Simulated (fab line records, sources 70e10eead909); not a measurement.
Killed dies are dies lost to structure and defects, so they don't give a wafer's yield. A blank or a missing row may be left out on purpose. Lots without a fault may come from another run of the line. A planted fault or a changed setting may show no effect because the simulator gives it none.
Chamber matching | flow nand_harc | NHARC_A_CONTACT_DEP_85 on pecvd-03: 3 sister chambers
The step deposits SiON, target thk 60 nm. 20 wafers are shown with their chamber, then 10 later ones without.

WAFERS WITH THEIR CHAMBER
wafer  | chamber | rf_fwd_power_W (W) | heater_power_w (W)
L076.1 | 2       | 347.3              | 640
L076.3 | 1       | 347.9              | 933
L076.5 | 1       | 346.2              | 924
L081.2 | 1       | 346.1              | 829
L081.3 | 0       | 348.5              | 739
L081.6 | 1       | 347.0              | 843
L080.2 | 1       | 349.1              | 755
L080.4 | 0       | 348.4              | 815
L080.6 | 1       | 348.6              | 748
L084.1 | 2       | 347.0              | 755
L084.2 | 0       | 348.5              | 767
L084.6 | 2       | 347.3              | 748
L083.2 | 1       | 348.7              | 733
L083.3 | 0       | 349.5              | 769
L083.4 | 1       | 346.6              | 755
L085.1 | 1       | 345.3              | 782
L085.3 | 2       | 348.6              | 841
L085.6 | 1       | 346.4              | 813
L086.2 | 1       | 347.5              | 904
L086.4 | 1       | 348.1              | 900

SIGNATURES (means of the wafers above)
reading        | chamber 0 | chamber 1 | chamber 2 | scatter within a chamber
rf_fwd_power_W | 348.725   | 347.292   | 347.550   | 1.04
heater_power_w | 772.50    | 826.58    | 746.00    | 69.9
Rule: a wafer's distance from a chamber is the root of the sum, over the readings, of the square of ((its reading less the chamber's mean) divided by the reading's scatter). The wafer belongs to the nearest chamber; if the next one is less than 2 further off, it can't be placed. The scatter: the root of (the sum of the squares of (reading less its chamber's mean) over the shown wafers, divided by (wafers less chambers)).

WAFERS WITHOUT THEIR CHAMBER
wafer  | rf_fwd_power_W (W) | heater_power_w (W)
L086.6 | 348.5              | 748
L087.2 | 347.1              | 834
L087.4 | 348.3              | 835
L087.5 | 348.5              | 793
L090.2 | 346.9              | 824
L090.3 | 348.0              | 830
L090.6 | 348.3              | 809
L091.2 | 347.0              | 735
L091.3 | 347.5              | 668
L091.6 | 349.8              | 694

WHICH CHAMBER EACH WENT THROUGH
wafer  | from the rows above          | in truth
L086.6 | can't be placed: 0 or 2 or 1 | 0
L087.2 | can't be placed: 1 or 2 or 0 | 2
L087.4 | can't be placed: 1 or 0 or 2 | 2
L087.5 | can't be placed: 0 or 2 or 1 | 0
L090.2 | can't be placed: 1 or 2 or 0 | 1
L090.3 | can't be placed: 1 or 0 or 2 | 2
L090.6 | can't be placed: 0 or 1 or 2 | 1
L091.2 | can't be placed: 2 or 1 or 0 | 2
L091.3 | can't be placed: 2 or 0 or 1 | 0
L091.6 | can't be placed: 0 or 2 or 1 | 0
Placed correctly: 0 of 10. Can't be placed from these rows: 10 (the true chamber is among the candidates in 10). Placed wrongly: 0.
